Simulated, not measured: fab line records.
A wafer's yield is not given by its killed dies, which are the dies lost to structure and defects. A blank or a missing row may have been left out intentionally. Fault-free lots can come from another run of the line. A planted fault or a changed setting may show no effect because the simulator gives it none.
Chamber matching -- flow nand harc -- NHARC_A_WL_FILL_CMP_12 on cmp-03 has 4 sister chambers
The step polishes, t overpolish 30 s, target thk 75 nm. 4 wafers are shown with their chamber, then 8 later ones without.

EACH WAFER AND ITS CHAMBER
wafer,chamber,motor current A (A)
L080.2,1,11.6
L086.1,2,12.4
L086.6,3,10.5
L093.1,0,14.6

WAFERS WITH NO CHAMBER GIVEN
wafer,motor current A (A)
L093.3,11.6
L093.4,12.7
L096.2,11.5
L096.4,10.4
L096.6,9.8
L097.1,11.6
L097.3,14.0
L097.5,12.0

WHICH CHAMBER EACH WENT THROUGH
wafer,from the rows above,in truth
L093.3,1,1
L093.4,2,2
L096.2,1,1
L096.4,3,3
L096.6,3,3
L097.1,1,1
L097.3,0,0
L097.5,can't be placed: 1 or 2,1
Correct placement for 7 of the 8. Cannot be placed on the basis of these rows: 1; the candidates contain the true chamber in 1. 0 placed wrongly.
How it was worked out, from the rows above alone: a wafer's distance from a chamber is the root of the sum, over the readings, of the square of ((its reading less the chamber's mean) divided by the reading's scatter). The wafer belongs to the nearest chamber; if the next one is less than 2 further off, it can't be placed. Each chamber's mean is taken over the wafers shown for it. The scatter: root of mean squared gap, hidden wafer to nearest shown wafer, with one shown wafer a chamber.
